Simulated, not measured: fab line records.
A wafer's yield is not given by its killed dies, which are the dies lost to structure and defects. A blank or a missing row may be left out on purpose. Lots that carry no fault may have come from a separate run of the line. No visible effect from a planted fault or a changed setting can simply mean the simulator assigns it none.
Lot-split experiment :: flow n5Finfet :: 7 lots, 21 wafers read, on a route of 1938 steps

## ON THE SPLIT
At N5_WELL_APT_COAT_02 (resist thk 950 nm), the setting spinRpm was moved away from the recipe's 1357 rpm on 6 of the 21 wafers read, by +4.8% to +10.4%. The other wafers ran this setting at the recipe's value.

The split's own step is where the reading is taken.

## THE READING
coat_of_WELL_APT_COAT_02.thkNm (the simulator's own value, which no gauge read), in nm, at N5_WELL_APT_COAT_02 (resist thk 950 nm). There is no usual value for it anywhere in the file. Here, 15 wafers ran the recipe; their average is 951.7 nm with a standard deviation of 2.5 nm.

wafer: L074.1
tool, chamber at the split: lithoTrack-01, 0
spinRpm as run, rpm: 1498
against the recipe: +10.4%
coat_of_WELL_APT_COAT_02.thkNm, nm: 901.1
against lot-mates on the recipe: -49.4

wafer: L074.2
tool, chamber at the split: lithoTrack-01, 0
spinRpm as run, rpm: 1498
against the recipe: +10.4%
coat_of_WELL_APT_COAT_02.thkNm, nm: 905.7
against lot-mates on the recipe: -44.8

wafer: L074.4
tool, chamber at the split: lithoTrack-01, 0
spinRpm as run, rpm: 1357
against the recipe: recipe
coat_of_WELL_APT_COAT_02.thkNm, nm: 950.5
against lot-mates on the recipe: -

wafer: L075.3
tool, chamber at the split: lithoTrack-01, 0
spinRpm as run, rpm: 1357
against the recipe: recipe
coat_of_WELL_APT_COAT_02.thkNm, nm: 954.6
against lot-mates on the recipe: -

wafer: L075.4
tool, chamber at the split: lithoTrack-01, 0
spinRpm as run, rpm: 1357
against the recipe: recipe
coat_of_WELL_APT_COAT_02.thkNm, nm: 953.1
against lot-mates on the recipe: -

wafer: L075.5
tool, chamber at the split: lithoTrack-01, 0
spinRpm as run, rpm: 1357
against the recipe: recipe
coat_of_WELL_APT_COAT_02.thkNm, nm: 953.3
against lot-mates on the recipe: -

wafer: L076.1
tool, chamber at the split: lithoTrack-03, 0
spinRpm as run, rpm: 1357
against the recipe: recipe
coat_of_WELL_APT_COAT_02.thkNm, nm: 945
against lot-mates on the recipe: -

wafer: L076.4
tool, chamber at the split: lithoTrack-03, 0
spinRpm as run, rpm: 1357
against the recipe: recipe
coat_of_WELL_APT_COAT_02.thkNm, nm: 949.9
against lot-mates on the recipe: -

wafer: L076.5
tool, chamber at the split: lithoTrack-03, 0
spinRpm as run, rpm: 1357
against the recipe: recipe
coat_of_WELL_APT_COAT_02.thkNm, nm: 947.6
against lot-mates on the recipe: -

wafer: L077.1
tool, chamber at the split: lithoTrack-02, 0
spinRpm as run, rpm: 1357
against the recipe: recipe
coat_of_WELL_APT_COAT_02.thkNm, nm: 953.5
against lot-mates on the recipe: -

wafer: L077.3
tool, chamber at the split: lithoTrack-02, 0
spinRpm as run, rpm: 1357
against the recipe: recipe
coat_of_WELL_APT_COAT_02.thkNm, nm: 951.5
against lot-mates on the recipe: -

wafer: L077.6
tool, chamber at the split: lithoTrack-02, 0
spinRpm as run, rpm: 1357
against the recipe: recipe
coat_of_WELL_APT_COAT_02.thkNm, nm: 952.7
against lot-mates on the recipe: -

wafer: L080.4
tool, chamber at the split: lithoTrack-01, 0
spinRpm as run, rpm: 1422
against the recipe: +4.8%
coat_of_WELL_APT_COAT_02.thkNm, nm: 929.9
against lot-mates on the recipe: -23.3

wafer: L080.5
tool, chamber at the split: lithoTrack-01, 0
spinRpm as run, rpm: 1357
against the recipe: recipe
coat_of_WELL_APT_COAT_02.thkNm, nm: 953.5
against lot-mates on the recipe: -

wafer: L080.6
tool, chamber at the split: lithoTrack-01, 0
spinRpm as run, rpm: 1357
against the recipe: recipe
coat_of_WELL_APT_COAT_02.thkNm, nm: 952.9
against lot-mates on the recipe: -

wafer: L083.1
tool, chamber at the split: lithoTrack-02, 0
spinRpm as run, rpm: 1451
against the recipe: +6.9%
coat_of_WELL_APT_COAT_02.thkNm, nm: 917.6
against lot-mates on the recipe: -34.2

wafer: L083.2
tool, chamber at the split: lithoTrack-02, 0
spinRpm as run, rpm: 1357
against the recipe: recipe
coat_of_WELL_APT_COAT_02.thkNm, nm: 951.8
against lot-mates on the recipe: -

wafer: L083.6
tool, chamber at the split: lithoTrack-02, 0
spinRpm as run, rpm: 1451
against the recipe: +6.9%
coat_of_WELL_APT_COAT_02.thkNm, nm: 920.6
against lot-mates on the recipe: -31.2

wafer: L090.4
tool, chamber at the split: lithoTrack-03, 0
spinRpm as run, rpm: 1465
against the recipe: +8.0%
coat_of_WELL_APT_COAT_02.thkNm, nm: 919.4
against lot-mates on the recipe: -33.3

wafer: L090.5
tool, chamber at the split: lithoTrack-03, 0
spinRpm as run, rpm: 1357
against the recipe: recipe
coat_of_WELL_APT_COAT_02.thkNm, nm: 953
against lot-mates on the recipe: -

wafer: L090.6
tool, chamber at the split: lithoTrack-03, 0
spinRpm as run, rpm: 1357
against the recipe: recipe
coat_of_WELL_APT_COAT_02.thkNm, nm: 952.4
against lot-mates on the recipe: -

FIT RESULTS
A straight line over all 21 wafers: coat_of_WELL_APT_COAT_02.thkNm changes by -4.56 nm for each +1% of spinRpm; r = -0.99; the points scatter about the line by 2.6 nm.
The same after taking each lot's own level away (the mean of its wafers on the recipe; 21 wafers): -4.53 nm for each +1%; r = -1.00; scatter 1.5 nm.
Per that fit: largest spinRpm move, reading shift of 47 nm.
The span of the lots' own levels, 947.50 to 953.67 nm, comes to 2.5 times the standard deviation stated above.
The two slopes are in agreement: the lot-to-lot level therefore moves the slope only a little.
Check: for one of the wafers moved furthest among these (+10.4%), held out of the fit, the line's prediction against its lot-mates is -46.3 nm. It came out at -49.4 nm against them.

## FILE'S OWN FIT
coat_of_WELL_APT_COAT_02.thkNm changes by -4.51 nm for each +1% of spinRpm, r = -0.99.
